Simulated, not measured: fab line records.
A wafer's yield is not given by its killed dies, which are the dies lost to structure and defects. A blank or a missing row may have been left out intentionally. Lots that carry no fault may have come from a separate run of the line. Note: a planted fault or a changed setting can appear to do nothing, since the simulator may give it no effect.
Which tool did it? | flow nandHarc | Sampling: 15 lots, 45 wafers, 3 of 1159 route steps

## WHAT THE GAUGES SHOWED, per wafer
NHARC_A_STAIRCASE_INSPECT_155. Usual: rawDefectCount reads 338 (standard deviation 120).
lot  | measured     | on               | rawDefectCount | flag
L147 | day 13 21:59 | defectInspect-01 | 449 356 486    | 
L149 | day 14 08:58 | defectInspect-02 | 253 348 447    | 
L150 | day 14 10:53 | defectInspect-02 | 309 359 358    | 
L152 | day 15 12:29 | defectInspect-02 | 237 303 284    | 
L154 | day 16 01:49 | defectInspect-02 | 285 474 318    | 
L155 | day 16 01:56 | defectInspect-01 | 431 895 577    | 
L156 | day 16 02:19 | defectInspect-01 | 400 286 532    | 
L158 | day 17 03:07 | defectInspect-02 | 172 220 187    | 
L161 | day 17 15:53 | defectInspect-01 | 246 307 397    | 
L163 | day 17 22:20 | defectInspect-02 | 309 172 293    | 
L164 | day 18 07:51 | defectInspect-01 | 139 330 508    | 
L167 | day 19 00:19 | defectInspect-01 | 412 388 361    | 
L168 | day 19 03:01 | defectInspect-02 | 472 424 327    | 
L169 | day 20 02:14 | defectInspect-02 | 213 187 442    | 
L170 | day 20 03:11 | defectInspect-02 | 220 225 153    | 

## WHAT TOOL EACH LOT RAN ON (gives the tool, then ch and the chambers of the sampled wafers, and finally the start)
lot  | NHARC_A_STAIRCASE_ETCHBACK_422    | NHARC_A_STAIRCASE_ETCHBACK_157
L147 | rieDiel-12 ch 0,2,3, day 13 20:44 | rieDiel-11 ch 0,1,2, day 13 21:06
L149 | rieDiel-11 ch 0,2,3, day 14 07:32 | rieDiel-11 ch 0,1,3, day 14 08:02
L150 | rieDiel-11 ch 1,2,3, day 14 09:11 | rieDiel-11 ch 1,2,3, day 14 09:31
L152 | rieDiel-11 ch 1,2, day 15 11:15   | rieDiel-11 ch 0,1,3, day 15 11:36
L154 | rieDiel-12 ch 1,2, day 16 00:19   | rieDiel-12 ch 0,3, day 16 00:41
L155 | rieDiel-11 ch 0,1, day 16 00:37   | rieDiel-12 ch 1,2,3, day 16 01:04
L156 | rieDiel-11 ch 0,1,2, day 16 00:58 | rieDiel-11 ch 1,2,3, day 16 01:25
L158 | rieDiel-02 ch 1,3, day 17 01:37   | rieDiel-11 ch 1,2,3, day 17 02:03
L161 | rieDiel-02 ch 0,2, day 17 14:35   | rieDiel-02 ch 1,3, day 17 14:56
L163 | rieDiel-02 ch 0,2,3, day 17 21:01 | rieDiel-12 ch 1,2, day 17 21:22
L164 | rieDiel-02 ch 0,1,3, day 18 06:32 | rieDiel-02 ch 0,1, day 18 06:52
L167 | rieDiel-02 ch 0,1,3, day 18 23:01 | rieDiel-11 ch 0,1,3, day 18 23:22
L168 | rieDiel-12 ch 1,2,3, day 19 01:35 | rieDiel-12 ch 1,2,3, day 19 01:59
L169 | rieDiel-02 ch 0,2,3, day 20 00:59 | rieDiel-02 ch 0,2,3, day 20 01:20
L170 | rieDiel-11 ch 0,1,2, day 20 01:54 | rieDiel-12 ch 2,3, day 20 02:17
- NHARC_A_STAIRCASE_ETCHBACK_422: etches the open film in CH3F/O2, target depth 40 nm, time 74.286 s.
- NHARC_A_STAIRCASE_ETCHBACK_157: etches the open film in CH3F/O2, target depth 90 nm, time 167.14 s.

## WHAT THE TOOLS THEMSELVES READ (means of the sampled wafers that have a number; where no wafer has one, the mark that the record gives instead)
NHARC_A_STAIRCASE_ETCHBACK_422. Usual: drypumpMotorCurrentA 6.0 A, standard deviation 0.52; oesProductAu 0.95 a.u., standard deviation 0.035; rfVppV 244.3 V, standard deviation 1.7; showerheadPlenumPTorr 2.45 Torr, standard deviation 0.11; throttleValvePct 20.664 %, standard deviation 0.0084.
lot  | tool       | drypumpMotorCurrentA (A) | oesProductAu (a.u.) | rfVppV (V) | showerheadPlenumPTorr (Torr) | throttleValvePct (%) | flag
L147 | rieDiel-12 | 6.1                      | 0.92                | 243.7      | 2.38                         | 20.659               | 
L149 | rieDiel-11 | 6.0                      | 0.94                | 242.9      | 2.34                         | 20.667               | 
L150 | rieDiel-11 | 5.7                      | 0.92                | 243.8      | 2.43                         | 20.669               | 
L152 | rieDiel-11 | 5.4                      | 0.92                | 243.3      | 2.42                         | 20.663               | 
L154 | rieDiel-12 | 5.5                      | 0.93                | 244.3      | 2.45                         | 20.666               | 
L155 | rieDiel-11 | 5.6                      | 0.92                | 244.8      | 2.45                         | 20.659               | 
L156 | rieDiel-11 | 5.7                      | 1.00                | 244.9      | 2.39                         | 20.663               | 
L158 | rieDiel-02 | 6.5                      | 1.00                | 244.7      | 2.45                         | 20.663               | 
L161 | rieDiel-02 | 5.8                      | 0.92                | 245.1      | 2.56                         | 20.657               | 
L163 | rieDiel-02 | 6.0                      | 0.99                | 245.5      | 2.53                         | 20.664               | 
L164 | rieDiel-02 | 6.4                      | 0.92                | 244.1      | 2.44                         | 20.664               | 
L167 | rieDiel-02 | 6.4                      | 0.92                | 243.9      | 2.44                         | 20.660               | 
L168 | rieDiel-12 | 5.6                      | 1.01                | 243.5      | 2.40                         | 20.655               | 
L169 | rieDiel-02 | 6.1                      | 1.00                | 245.1      | 2.52                         | 20.661               | 
L170 | rieDiel-11 | 5.7                      | 0.93                | 245.1      | 2.51                         | 20.657               | 

NHARC_A_STAIRCASE_ETCHBACK_157. Usual: drypumpMotorCurrentA 5.9 A, standard deviation 0.5; oesProductAu 0.978 a.u., standard deviation 0.029; rfVppV 243.9 V, standard deviation 1.8; showerheadPlenumPTorr 2.43 Torr, standard deviation 0.11; throttleValvePct 20.663 %, standard deviation 0.011.
lot  | tool       | drypumpMotorCurrentA (A) | oesProductAu (a.u.) | rfVppV (V) | showerheadPlenumPTorr (Torr) | throttleValvePct (%) | flag
L147 | rieDiel-11 | 5.7                      | 0.961               | 243.1      | 2.40                         | 20.663               | 
L149 | rieDiel-11 | 6.0                      | 0.989               | 243.2      | 2.40                         | 20.669               | 
L150 | rieDiel-11 | 5.7                      | 0.981               | 244.1      | 2.43                         | 20.654               | 
L152 | rieDiel-11 | 6.0                      | 0.970               | 243.0      | 2.40                         | 20.665               | 
L154 | rieDiel-12 | 6.4                      | 0.983               | 242.8      | 2.40                         | 20.660               | 
L155 | rieDiel-12 | 5.6                      | 0.929               | 244.0      | 2.40                         | 20.652               | 
L156 | rieDiel-11 | 5.8                      | 1.010               | 244.4      | 2.42                         | 20.661               | 
L158 | rieDiel-11 | 5.7                      | 1.007               | 243.9      | 2.42                         | 20.667               | 
L161 | rieDiel-02 | 6.3                      | 0.969               | 244.4      | 2.49                         | 20.665               | 
L163 | rieDiel-12 | 5.6                      | 0.990               | 243.8      | 2.38                         | 20.651               | 
L164 | rieDiel-02 | 6.6                      | 0.949               | 242.5      | 2.39                         | 20.663               | 
L167 | rieDiel-11 | 6.0                      | 0.919               | 245.3      | 2.51                         | 20.658               | 
L168 | rieDiel-12 | 5.6                      | 1.001               | 243.2      | 2.40                         | 20.669               | 
L169 | rieDiel-02 | 6.0                      | 0.996               | 244.5      | 2.52                         | 20.671               | 
L170 | rieDiel-12 | 5.8                      | 0.998               | 242.8      | 2.35                         | 20.663               | 

## THE ANSWER, worked out from the rows above alone
Rule: a lot counts as off when the mean over its wafers that have a number is more than 3 standard deviations away from the usual mean. Also off: a lot with no number at a reading for which 4 or more lots have one. The other lots that the step has rows for count as sound. First the gauges in route order, then the tools' own readings, where a lot's mean is used as printed above. The first step at which some lot is off is used, and at that step the reading that is off furthest; a lot without a number counts as furthest.
None of the lots is off at any reading shown; this tells nothing.

## WHAT HAD BEEN PUT IN BY THE SIMULATOR
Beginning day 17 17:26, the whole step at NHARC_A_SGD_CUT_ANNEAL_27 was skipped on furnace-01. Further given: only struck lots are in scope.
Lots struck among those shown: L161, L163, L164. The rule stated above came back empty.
